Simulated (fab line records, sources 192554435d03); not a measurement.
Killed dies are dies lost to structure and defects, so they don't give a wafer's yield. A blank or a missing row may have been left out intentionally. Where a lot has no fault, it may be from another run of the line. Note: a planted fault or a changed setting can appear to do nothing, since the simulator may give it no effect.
Lot-split experiment ; flow n5 finfet ; 7 lots, 21 wafers read, on a route of 1938 steps

## SPLIT DETAILS
At N5_BEOL_M2_ETCH_70 (etches SOC in N2/H2, target depth 80 nm, overetch 24 nm, time 130 s), the setting source w was moved away from the recipe's 840 W on 10 of the 21 wafers read, by -16.4% to +16.0%. All remaining wafers had this setting at the recipe value.

The reading comes from the split's own step.

## THE READING
rf vpp V, in V, at N5_BEOL_M2_ETCH_70 (etches SOC in N2/H2, target depth 80 nm, overetch 24 nm, time 130 s). On this fab line, fault-free wafers typically give 522.4 V with a standard deviation of 2.3 V.

wafer;tool, chamber at the split;source w as run, W;against the recipe;rf vpp V, V;against lot-mates on the recipe
L074.2;rie diel-05, 2;840;recipe;525.1;-
L074.4;rie diel-05, 1;840;recipe;523.8;-
L074.6;rie diel-05, 1;840;recipe;523.0;-
L078.3;rie diel-02, 0;793.3;-5.6%;530.5;+10.2
L078.5;rie diel-02, 0;840;recipe;521.1;-
L078.6;rie diel-02, 3;840;recipe;519.5;-
L077.3;rie diel-06, 0;751.2;-10.6%;540.9;+18.5
L077.4;rie diel-06, 2;751.2;-10.6%;541.5;+19.1
L077.6;rie diel-06, 1;840;recipe;522.4;-
L079.2;rie diel-02, 3;974.3;+16.0%;496.7;-23.8
L079.5;rie diel-02, 1;974.3;+16.0%;496.2;-24.3
L079.6;rie diel-02, 0;840;recipe;520.5;-
L082.2;rie diel-05, 0;702.5;-16.4%;553.9;no lot-mate on the recipe
L082.4;rie diel-05, 3;702.5;-16.4%;554.1;no lot-mate on the recipe
L082.6;rie diel-05, 2;702.5;-16.4%;558.2;no lot-mate on the recipe
L094.3;rie diel-05, 2;840;recipe;524.3;-
L094.4;rie diel-05, 2;912.8;+8.7%;511.7;-12.6
L094.6;rie diel-05, 0;912.8;+8.7%;507.8;-16.5
L096.1;rie diel-05, 2;840;recipe;524.4;-
L096.2;rie diel-05, 1;840;recipe;523.2;-
L096.6;rie diel-05, 1;840;recipe;522.6;-

THE FIT
A straight line over all 21 wafers: rf vpp V changes by -1.79 V for each +1% of source w; r = -0.99; the points scatter about the line by 2.3 V.
The same after taking each lot's own level away (the mean of its wafers on the recipe; 18 wafers): -1.62 V for each +1%; r = -0.99; scatter 1.2 V.
On that fit, the largest move of source w shifts the reading by 27 V.
Across the lots, their own levels run from 520.30 to 524.30 V, a range of 1.7 times the standard deviation given above.
So the slope is not independent of the lot-to-lot level: the two fits are not the same.
Check: with one of the wafers moved furthest among these (+16.0%) left out of the fit, the line predicts -26.2 V for it against its lot-mates. Against them it came out at -23.8 V.
Tool readings at the split's step, against how far the setting was moved: rf vpp V r = -0.99.

## THESE WAFERS: OTHER SPLITS
Other splits were also applied to these wafers ahead of the reading. Each is held against what the fit with the lots' levels taken away leaves over:
other split on the same wafers;wafers away from the commonest value;r with rf vpp V (lot level and that fit taken away)
N5_SD_EPI_P_ETCH_16 target depth a;6;-0.41
N5_SDB_ALD_29 ald cycles;5;-0.15
N5_GATE_CUT_ETCH_58 bias w;7;-0.04
N5_MOL_CONTACT_COAG_ETCH_105 bias w;8;+0.42
N5_BEOL_M0_SAQP_COAT_08 spin rpm;8;-0.01
N5_BEOL_M0_SAQP_SPACER2_ALD_26 target thk a;6;+0.33
N5_BEOL_M0_SAQP_COAT_72 spin rpm;9;+0.11
N5_BEOL_M0_CUTY_ETCH_63 source w;9;-0.36
N5_BEOL_M1_EXPOSE_25 dose mj;6;-0.11
N5_BEOL_M1_ALD_98 temp c;4;+0.33

## THE WHOLE CHAIN: every reading that the file lists as answering this split, in the file's order
step;what it does;reading;change (the file's fit);r (the file's)
N5_BEOL_M2_ETCH_70;etches SOC in N2/H2, target depth 80 nm, overetch 24 nm, time 130 s;rf vpp V;-1.62 V for each +1% of the setting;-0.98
N5_BEOL_M2_ETCH_70;etches SOC in N2/H2, target depth 80 nm, overetch 24 nm, time 130 s;SiARC_of_BEOL_M2_COAT_68.thk nm (the simulator's own value, which no gauge read);-0.0525 nm for each +1% of the setting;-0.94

## FILE'S OWN FIT
rf vpp V changes by -1.62 V for each +1% of source w, r = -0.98.
